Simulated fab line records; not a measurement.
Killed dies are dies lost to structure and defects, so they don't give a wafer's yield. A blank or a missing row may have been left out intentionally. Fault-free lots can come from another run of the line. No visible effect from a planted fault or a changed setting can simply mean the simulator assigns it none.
Which tool did it? | flow n5Finfet | 14 lots, 42 wafers sampled, at 6 steps of a route of 1938

WHAT EACH GAUGE READ, for each wafer
N5_BEOL_M0_SAQP_CD_MEAS_29 targets a cd of 14.4 nm.
lot  | measured     | on       | cdNm (nm)
L179 | day 5 19:15  | cdSem-01 | 14.90 14.80 14.90
L180 | day 5 18:46  | cdSem-01 | 14.73 15.06 14.72
L181 | day 6 01:50  | cdSem-02 | 14.62 14.80 14.80
L183 | day 6 15:20  | cdSem-01 | 14.81 14.74 15.29
L185 | day 7 05:04  | cdSem-03 | 15.03 15.32 15.25
L188 | day 7 18:42  | cdSem-03 | 15.05 14.78 14.84
L191 | day 8 18:54  | cdSem-02 | - - -
L192 | day 9 00:41  | cdSem-03 | - - -
L193 | day 9 03:03  | cdSem-01 | 14.85 14.53 14.72
L196 | day 9 19:07  | cdSem-01 | 14.59 14.99 14.96
L198 | day 10 07:12 | cdSem-01 | 14.80 15.20 15.25
L199 | day 10 09:29 | cdSem-02 | 14.87 15.12 15.04
L200 | day 10 19:07 | cdSem-01 | 14.90 15.15 14.84
L201 | day 11 00:44 | cdSem-02 | 15.03 15.12 15.01

N5_BEOL_M4_RC_MEAS_101.
lot  | measured     | on        | DIBL_N (mV/V)  | DIBL_P (mV/V)  | IOFF_N (nA/um) | IOFF_P (nA/um) | ION_N (uA/um) | ION_P (uA/um) | SS_N (mV/dec)  | SS_P (mV/dec)  | VT_N (mV)   | VT_P (mV)
L179 | day 8 08:06  | prober-01 | 36.5 37.3 37.0 | 36.5 37.2 36.9 | 0.18 0.20 0.19 | 0.22 0.23 0.22 | 682 687 685   | 472 463 466   | 71.6 72.3 72.0 | 73.3 73.7 73.5 | 248 247 244 | -248 -250 -248
L180 | day 8 16:08  | prober-02 | 37.9 37.5 36.5 | 37.5 37.1 36.5 | 0.20 0.21 0.18 | 0.24 0.24 0.22 | 697 696 685   | 470 476 471   | 71.8 71.3 71.8 | 73.1 73.3 72.8 | 243 242 245 | -249 -247 -247
L181 | day 8 10:57  | prober-02 | 36.3 37.3 36.6 | 36.9 38.5 38.4 | 0.16 0.17 0.17 | 0.18 0.19 0.18 | 681 682 675   | 452 452 453   | 71.1 71.8 71.8 | 73.4 72.8 74.1 | 250 253 250 | -253 -255 -256
L183 | day 9 01:47  | prober-01 | 36.3 34.4 34.7 | 33.9 33.5 33.9 | 0.14 0.12 0.13 | 0.18 0.17 0.18 | 665 663 664   | 453 453 450   | 71.0 69.8 70.3 | 72.9 73.0 72.3 | 254 252 253 | -248 -250 -249
L185 | day 9 14:08  | prober-02 | 37.0 35.8 35.7 | 35.0 32.9 33.9 | 0.14 0.12 0.13 | 0.20 0.17 0.19 | 672 664 659   | 461 459 460   | 71.3 71.0 70.6 | 72.7 72.8 72.7 | 253 257 252 | -249 -251 -251
L188 | day 10 05:56 | prober-02 | 34.7 36.8 37.5 | 33.5 34.8 36.9 | 0.12 0.16 0.18 | 0.15 0.16 0.20 | 657 676 683   | 450 452 455   | 71.4 71.7 71.2 | 73.0 72.9 73.3 | 250 249 248 | -257 -256 -254
L193 | day 11 11:36 | prober-02 | 38.1 35.3 36.1 | 39.7 36.3 37.3 | 0.23 0.17 0.19 | 0.26 0.21 0.22 | 695 685 688   | 469 467 466   | 73.0 71.8 71.5 | 73.4 73.4 73.4 | 244 250 248 | -248 -250 -252
L196 | day 11 16:50 | prober-01 | 37.6 35.3 39.6 | 38.6 35.9 40.3 | 0.18 0.13 0.23 | 0.22 0.19 0.25 | 681 667 682   | 467 459 463   | 72.4 71.0 72.1 | 73.6 73.3 74.1 | 248 253 244 | -250 -251 -247
L198 | day 12 20:24 | prober-01 | 34.3 34.4 37.6 | 33.5 33.2 38.1 | 0.11 0.11 0.17 | 0.15 0.14 0.21 | 657 643 670   | 452 441 459   | 71.1 70.9 71.1 | 72.8 72.3 73.7 | 255 261 250 | -257 -260 -251
L199 | day 13 01:03 | prober-02 | 37.4 36.9 37.0 | 38.3 37.2 37.3 | 0.16 0.16 0.16 | 0.22 0.21 0.21 | 676 682 667   | 461 461 463   | 71.4 70.6 71.3 | 74.0 73.2 72.6 | 251 250 250 | -249 -251 -248
L200 | day 13 05:24 | prober-01 | 35.0 35.4 38.7 | 34.1 34.3 38.4 | 0.12 0.12 0.18 | 0.17 0.17 0.23 | 665 669 678   | 457 455 464   | 71.3 71.1 72.1 | 72.2 72.6 74.3 | 252 252 247 | -251 -255 -248
L201 | day 13 22:52 | prober-02 | 38.3 36.6 35.1 | 38.7 36.7 35.0 | 0.19 0.14 0.14 | 0.25 0.23 0.20 | 673 654 668   | 469 459 462   | 72.7 71.7 71.7 | 73.5 73.3 73.1 | 246 253 250 | -248 -248 -249

EACH LOT AND THE TOOL THAT RAN IT (in order: tool; ch and the chambers of the sampled wafers; start)
lot  | N5_MOL_CONTACT_COAG_ALD_133      | N5_BEOL_M0_SAQP_HM_DEP_02   | N5_BEOL_M0_SAQP_PECVD_03        | N5_BEOL_M0_SAQP_PECVD_96
L179 | aldSin-01 ch 0,1,2, day 5 06:52  | pvdSputter-03, day 5 13:35  | pecvd-02 ch 0,2, day 5 13:43    | pecvd-02 ch 0,2, day 5 13:46
L180 | aldSin-01 ch 0,1,3, day 5 08:24  | pvdSputter-03, day 5 13:29  | pecvd-01 ch 0,1,2, day 5 13:37  | pecvd-01 ch 0,1,2, day 5 13:38
L181 | aldSin-04 ch 0,2, day 5 15:55    | pvdSputter-02, day 5 21:08  | pecvd-03 ch 0,1, day 5 21:15    | pecvd-03 ch 0,1, day 5 21:17
L183 | aldSin-01 ch 1,2,3, day 6 00:41  | pvdSputter-03, day 6 09:05  | pecvd-01 ch 0,1,2, day 6 09:12  | pecvd-01 ch 0,1,2, day 6 09:14
L185 | aldSin-02 ch 0,1,2, day 6 17:43  | pvdSputter-01, day 7 00:05  | pecvd-02 ch 0,2, day 7 00:13    | pecvd-02 ch 0,2, day 7 00:14
L188 | aldSin-02 ch 0,1, day 7 06:31    | pvdSputter-01, day 7 13:29  | pecvd-03 ch 0,1, day 7 13:37    | pecvd-03 ch 0,1, day 7 13:38
L191 | aldSin-01 ch 2,3, day 8 07:52    | pvdSputter-03, day 8 13:49  | pecvd-02 ch 0,2, day 8 13:56    | pecvd-02 ch 0,2, day 8 13:58
L192 | aldSin-01 ch 0,3, day 8 13:33    | pvdSputter-01, day 8 20:34  | pecvd-03 ch 0,2, day 8 20:41    | pecvd-03 ch 0,2, day 8 20:43
L193 | aldSin-01 ch 1,2,3, day 8 17:47  | pvdSputter-03, day 8 22:44  | pecvd-02 ch 0,1,2, day 8 22:51  | pecvd-02 ch 0,1,2, day 8 22:53
L196 | aldSin-04 ch 1,3, day 9 09:38    | pvdSputter-01, day 9 14:47  | pecvd-03 ch 0,1,2, day 9 14:54  | pecvd-03 ch 0,1,2, day 9 14:56
L198 | aldSin-04 ch 2,3, day 9 20:26    | pvdSputter-01, day 10 02:52 | pecvd-02 ch 0,1, day 10 02:59   | pecvd-02 ch 0,1, day 10 03:02
L199 | aldSin-02 ch 1,2,3, day 9 23:18  | pvdSputter-03, day 10 04:57 | pecvd-02 ch 0,1, day 10 05:04   | pecvd-02 ch 0,1, day 10 05:07
L200 | aldSin-04 ch 1,2,3, day 10 08:49 | pvdSputter-01, day 10 14:40 | pecvd-01 ch 0,1, day 10 14:47   | pecvd-01 ch 0,1, day 10 14:49
L201 | aldSin-01 ch 0,3, day 10 13:45   | pvdSputter-02, day 10 20:16 | pecvd-03 ch 0,1,2, day 10 20:23 | pecvd-03 ch 0,1,2, day 10 20:25
- N5_MOL_CONTACT_COAG_ALD_133: deposits SiO2, target thk 5 nm, pulse time 1 s, co reactant pulse time 1 s.
- N5_BEOL_M0_SAQP_HM_DEP_02: deposits TiN, target thk 12 nm.
- N5_BEOL_M0_SAQP_PECVD_03: deposits SiCN from 3MS/NH3, target thk 12 nm, time 21.1 s.
- N5_BEOL_M0_SAQP_PECVD_96: deposits a-Si from SiH4/He, target thk 45 nm, time 45.2 s.

AS READ BY THE TOOLS THEMSELVES (means over the sampled wafers that have a number; for cases with no such wafer, the mark the record gives instead)
N5_MOL_CONTACT_COAG_ALD_133.
lot  | tool      | heaterPowerW (W) | precursorPulseHeightRel
L179 | aldSin-01 | 77               | 0.998
L180 | aldSin-01 | 77               | 1.004
L181 | aldSin-04 | 80               | 1.024
L183 | aldSin-01 | 78               | 0.998
L185 | aldSin-02 | 84               | 1.004
L188 | aldSin-02 | 88               | 1.010
L191 | aldSin-01 | 76               | 1.008
L192 | aldSin-01 | 78               | 0.997
L193 | aldSin-01 | 79               | 1.003
L196 | aldSin-04 | 76               | 0.995
L198 | aldSin-04 | 81               | 0.999
L199 | aldSin-02 | 80               | 0.988
L200 | aldSin-04 | 82               | 1.016
L201 | aldSin-01 | 80               | 0.984

N5_BEOL_M0_SAQP_HM_DEP_02.
lot  | tool          | throttleValvePct (%)
L179 | pvdSputter-03 | 29.9
L180 | pvdSputter-03 | 29.9
L181 | pvdSputter-02 | 30.1
L183 | pvdSputter-03 | 29.9
L185 | pvdSputter-01 | 30.4
L188 | pvdSputter-01 | 30.1
L191 | pvdSputter-03 | 30.0
L192 | pvdSputter-01 | 30.1
L193 | pvdSputter-03 | 30.3
L196 | pvdSputter-01 | 30.3
L198 | pvdSputter-01 | 30.9
L199 | pvdSputter-03 | 30.1
L200 | pvdSputter-01 | 30.1
L201 | pvdSputter-02 | 30.4

N5_BEOL_M0_SAQP_PECVD_03.
lot  | tool     | chamberPressureTorr (Torr) | rfFwdPowerW (W) | showerheadPlenumPTorr (Torr) | throttleValvePct (%)
L179 | pecvd-02 | 2.995                      | 199.9           | 3.691                        | 8.9
L180 | pecvd-01 | 2.997                      | 199.0           | 3.664                        | 9.1
L181 | pecvd-03 | 2.997                      | 199.9           | 3.669                        | 9.4
L183 | pecvd-01 | 3.000                      | 199.1           | 3.661                        | 9.1
L185 | pecvd-02 | 2.995                      | 200.6           | 3.682                        | 9.0
L188 | pecvd-03 | 2.999                      | 200.4           | 3.665                        | 9.6
L191 | pecvd-02 | -                          | -               | -                            | -
L192 | pecvd-03 | -                          | -               | -                            | -
L193 | pecvd-02 | 3.002                      | 200.0           | 3.672                        | 9.2
L196 | pecvd-03 | 3.003                      | 200.3           | 3.672                        | 9.3
L198 | pecvd-02 | 3.005                      | 199.3           | 3.679                        | 8.9
L199 | pecvd-02 | 3.002                      | 199.6           | 3.673                        | 9.4
L200 | pecvd-01 | 2.998                      | 198.8           | 3.656                        | 9.3
L201 | pecvd-03 | 2.995                      | 199.8           | 3.669                        | 9.3

N5_BEOL_M0_SAQP_PECVD_96.
lot  | tool     | chamberPressureTorr (Torr) | heaterPowerOuterW (W) | heaterPowerW (W) | showerheadPlenumPTorr (Torr) | throttleValvePct (%)
L179 | pecvd-02 | 3.005                      | 364                   | 608              | 5.73                         | 17.6
L180 | pecvd-01 | 3.002                      | 368                   | 643              | 5.66                         | 18.1
L181 | pecvd-03 | 2.992                      | 302                   | 522              | 5.69                         | 19.0
L183 | pecvd-01 | 2.997                      | 370                   | 641              | 5.65                         | 18.2
L185 | pecvd-02 | 3.000                      | 380                   | 647              | 5.74                         | 18.2
L188 | pecvd-03 | 3.001                      | 291                   | 496              | 5.68                         | 19.4
L191 | pecvd-02 | 2.999                      | 375                   | 640              | 5.74                         | 18.2
L192 | pecvd-03 | 2.998                      | 331                   | 557              | 5.67                         | 18.1
L193 | pecvd-02 | 2.999                      | 343                   | 607              | 5.70                         | 18.5
L196 | pecvd-03 | 3.000                      | 301                   | 519              | 5.67                         | 18.7
L198 | pecvd-02 | 2.997                      | 367                   | 627              | 5.70                         | 18.1
L199 | pecvd-02 | 3.004                      | 361                   | 613              | 5.68                         | 18.7
L200 | pecvd-01 | 3.007                      | 403                   | 666              | 5.64                         | 18.9
L201 | pecvd-03 | 3.001                      | 296                   | 512              | 5.68                         | 18.6

THE ANSWER, worked out from the rows above alone
Rule: usual is defined by the lots themselves. The widest of any qualifying gaps counts: lots, ordered by their means at a reading, are off when they make up no more than a third of the lots, leave a main group of 4 or more, and stand apart from it by 3 or more times the standard deviation of that group's means. A main group is skipped when, at the precision printed for the reading in the tables above, its means are all equal. A lot without any number at a reading at which 4 lots or more have one is off too. The other lots that the step has rows for count as sound. First the gauges in route order, then the tools' own readings, where a lot's mean is used as printed above. At the first step where some lot is off, the reading lying furthest off is the one used; lots without a number count as furthest.
Off: L191, L192 (N5_BEOL_M0_SAQP_CD_MEAS_29, cdNm). Without a number there: L191, L192. For the main group the mean is 14.93 nm and the standard deviation 0.14.
A tool fits if, at a process step before that reading, it ran every lot that is off, and no sound lot after the first of them. Not tried: the gauges at N5_BEOL_M0_SAQP_CD_MEAS_29; whatever is off there is also off at N5_BEOL_M0_SAQP_PECVD_03, on other tools, and gauge error can't account for it. None of those tried fits.

WHAT THE SIMULATOR HAD INSERTED
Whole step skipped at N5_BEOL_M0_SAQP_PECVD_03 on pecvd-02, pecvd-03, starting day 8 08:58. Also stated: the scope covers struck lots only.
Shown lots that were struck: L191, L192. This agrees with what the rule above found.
